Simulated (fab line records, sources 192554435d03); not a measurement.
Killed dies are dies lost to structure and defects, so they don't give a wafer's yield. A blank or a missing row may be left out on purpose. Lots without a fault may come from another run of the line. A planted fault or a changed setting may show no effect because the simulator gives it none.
Chamber matching | flow n5_finfet | N5_HKMG_FIN_ETCH_58 on rie_diel-01: 4 sister chambers
The step etches SOC in N2/H2, target depth 215.8 nm, time 741 s. 16 wafers are shown with their chamber, then 8 later ones without.

WAFERS WITH THEIR CHAMBER
wafer  | chamber | drypump_motor_current_A (A) | showerhead_plenum_p_Torr (Torr) | throttle_valve_pct (%)
L076.1 | 3       | 5.2                         | 2.62                            | 18.09
L076.4 | 2       | 6.1                         | 2.66                            | 17.99
L076.5 | 2       | 6.1                         | 2.66                            | 17.99
L077.1 | 1       | 5.9                         | 2.50                            | 18.01
L077.3 | 3       | 5.3                         | 2.62                            | 18.09
L077.5 | 3       | 5.2                         | 2.62                            | 18.09
L081.1 | 0       | 5.1                         | 2.47                            | 17.56
L081.3 | 3       | 5.2                         | 2.62                            | 18.11
L081.5 | 3       | 5.3                         | 2.62                            | 18.13
L088.2 | 2       | 6.1                         | 2.65                            | 18.04
L088.3 | 0       | 5.1                         | 2.46                            | 17.59
L088.5 | 2       | 6.1                         | 2.65                            | 18.01
L089.1 | 1       | 5.9                         | 2.50                            | 17.65
L089.2 | 3       | 5.2                         | 2.61                            | 18.14
L089.3 | 2       | 6.1                         | 2.65                            | 18.04
L092.1 | 1       | 5.9                         | 2.49                            | 17.65

SIGNATURES (means of the wafers above)
reading                  | chamber 0 | chamber 1 | chamber 2 | chamber 3 | scatter within a chamber
drypump_motor_current_A  | 5.100     | 5.900     | 6.100     | 5.233     | 0.0333
showerhead_plenum_p_Torr | 2.4650    | 2.4967    | 2.6540    | 2.6183    | 0.00516
throttle_valve_pct       | 17.5750   | 17.7700   | 18.0140   | 18.1083   | 0.0875
Rule: a wafer's distance from a chamber is the root of the sum, over the readings, of the square of ((its reading less the chamber's mean) divided by the reading's scatter). The wafer belongs to the nearest chamber; if the next one is less than 2 further off, it can't be placed. The scatter: the root of (the sum of the squares of (reading less its chamber's mean) over the shown wafers, divided by (wafers less chambers)).

WAFERS WITHOUT THEIR CHAMBER
wafer  | drypump_motor_current_A (A) | showerhead_plenum_p_Torr (Torr) | throttle_valve_pct (%)
L092.2 | 5.2                         | 2.45                            | 17.60
L092.4 | 6.1                         | 2.64                            | 18.05
L093.3 | 5.3                         | 2.61                            | 18.15
L093.5 | 6.1                         | 2.64                            | 18.03
L093.6 | 5.9                         | 2.49                            | 17.65
L095.1 | 5.1                         | 2.45                            | 17.63
L095.2 | 6.1                         | 2.64                            | 18.05
L095.4 | 5.2                         | 2.61                            | 18.17

WHICH CHAMBER EACH WENT THROUGH
wafer  | from the rows above | in truth
L092.2 | 0                   | 0
L092.4 | 2                   | 2
L093.3 | 3                   | 3
L093.5 | 2                   | 2
L093.6 | 1                   | 1
L095.1 | 0                   | 0
L095.2 | 2                   | 2
L095.4 | 3                   | 3
Placed correctly: 8 of 8. Can't be placed from these rows: 0. Placed wrongly: 0.
